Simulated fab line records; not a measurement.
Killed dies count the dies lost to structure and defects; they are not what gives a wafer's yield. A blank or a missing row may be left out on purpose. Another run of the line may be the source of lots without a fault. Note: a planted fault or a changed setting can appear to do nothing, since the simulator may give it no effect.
Chamber matching || flow nand harc || 4 sister chambers for NHARC_HYBRID_BOND_ACTIVATE_00 on rie diel-12
The step chemistry N2, time 60 s. 14 wafers are shown with their chamber, then 7 later ones without.

EACH WAFER AND ITS CHAMBER
{"wafer": "L275.2", "chamber": 2, "drypump motor current A (A)": 5.1, "showerhead plenum p Torr (Torr)": 1.69, "rf vpp V (V)": 63.9}
{"wafer": "L275.3", "chamber": 1, "drypump motor current A (A)": 6.6, "showerhead plenum p Torr (Torr)": 1.75, "rf vpp V (V)": 62.7}
{"wafer": "L275.6", "chamber": 0, "drypump motor current A (A)": 6.0, "showerhead plenum p Torr (Torr)": 1.71, "rf vpp V (V)": 64.0}
{"wafer": "L277.1", "chamber": 2, "drypump motor current A (A)": 5.2, "showerhead plenum p Torr (Torr)": 1.69, "rf vpp V (V)": 63.5}
{"wafer": "L277.3", "chamber": 1, "drypump motor current A (A)": 6.6, "showerhead plenum p Torr (Torr)": 1.74, "rf vpp V (V)": 65.6}
{"wafer": "L277.4", "chamber": 3, "drypump motor current A (A)": 5.1, "showerhead plenum p Torr (Torr)": 1.64, "rf vpp V (V)": 62.7}
{"wafer": "L291.1", "chamber": 1, "drypump motor current A (A)": 6.6, "showerhead plenum p Torr (Torr)": 1.74, "rf vpp V (V)": 64.0}
{"wafer": "L291.5", "chamber": 3, "drypump motor current A (A)": 5.1, "showerhead plenum p Torr (Torr)": 1.63, "rf vpp V (V)": 63.6}
{"wafer": "L291.6", "chamber": 0, "drypump motor current A (A)": 6.0, "showerhead plenum p Torr (Torr)": 1.71, "rf vpp V (V)": 63.4}
{"wafer": "L293.1", "chamber": 1, "drypump motor current A (A)": 6.6, "showerhead plenum p Torr (Torr)": 1.74, "rf vpp V (V)": 64.2}
{"wafer": "L293.3", "chamber": 3, "drypump motor current A (A)": 5.1, "showerhead plenum p Torr (Torr)": 1.63, "rf vpp V (V)": 63.3}
{"wafer": "L293.6", "chamber": 1, "drypump motor current A (A)": 6.6, "showerhead plenum p Torr (Torr)": 1.74, "rf vpp V (V)": 63.7}
{"wafer": "L295.4", "chamber": 2, "drypump motor current A (A)": 5.2, "showerhead plenum p Torr (Torr)": 1.69, "rf vpp V (V)": 65.1}
{"wafer": "L295.5", "chamber": 3, "drypump motor current A (A)": 5.0, "showerhead plenum p Torr (Torr)": 1.63, "rf vpp V (V)": 64.4}

SIGNATURES, as means of the wafers listed above
{"reading": "drypump motor current A", "chamber 0": 6.000, "chamber 1": 6.600, "chamber 2": 5.167, "chamber 3": 5.075, "scatter within a chamber": 0.0376}
{"reading": "showerhead plenum p Torr", "chamber 0": 1.7100, "chamber 1": 1.7420, "chamber 2": 1.6900, "chamber 3": 1.6325, "scatter within a chamber": 0.00394}
{"reading": "rf vpp V", "chamber 0": 63.700, "chamber 1": 64.040, "chamber 2": 64.167, "chamber 3": 63.500, "scatter within a chamber": 0.862}
Rule: distance of a wafer from a chamber = root of the sum over the readings of ((wafer's reading minus chamber's mean) / reading's scatter) squared. The wafer belongs to the nearest chamber; if the next one is less than 2 further off, it can't be placed. The scatter: the root of (the sum of the squares of (reading less its chamber's mean) over the shown wafers, divided by (wafers less chambers)).

WAFERS WITHOUT THEIR CHAMBER
{"wafer": "L295.6", "drypump motor current A (A)": 5.2, "showerhead plenum p Torr (Torr)": 1.69, "rf vpp V (V)": 64.5}
{"wafer": "L297.1", "drypump motor current A (A)": 5.2, "showerhead plenum p Torr (Torr)": 1.69, "rf vpp V (V)": 64.3}
{"wafer": "L297.2", "drypump motor current A (A)": 6.0, "showerhead plenum p Torr (Torr)": 1.71, "rf vpp V (V)": 65.2}
{"wafer": "L297.3", "drypump motor current A (A)": 5.1, "showerhead plenum p Torr (Torr)": 1.63, "rf vpp V (V)": 63.0}
{"wafer": "L298.2", "drypump motor current A (A)": 5.1, "showerhead plenum p Torr (Torr)": 1.63, "rf vpp V (V)": 62.7}
{"wafer": "L298.3", "drypump motor current A (A)": 6.5, "showerhead plenum p Torr (Torr)": 1.74, "rf vpp V (V)": 63.9}
{"wafer": "L298.5", "drypump motor current A (A)": 5.1, "showerhead plenum p Torr (Torr)": 1.63, "rf vpp V (V)": 62.4}

CHAMBER TAKEN BY EACH
{"wafer": "L295.6", "from the rows above": 2, "in truth": 2}
{"wafer": "L297.1", "from the rows above": 2, "in truth": 2}
{"wafer": "L297.2", "from the rows above": 0, "in truth": 0}
{"wafer": "L297.3", "from the rows above": 3, "in truth": 3}
{"wafer": "L298.2", "from the rows above": 3, "in truth": 3}
{"wafer": "L298.3", "from the rows above": 1, "in truth": 1}
{"wafer": "L298.5", "from the rows above": 3, "in truth": 3}
Correct placement for 7 of the 7. Can't be placed from these rows: 0. Placed wrongly: 0.
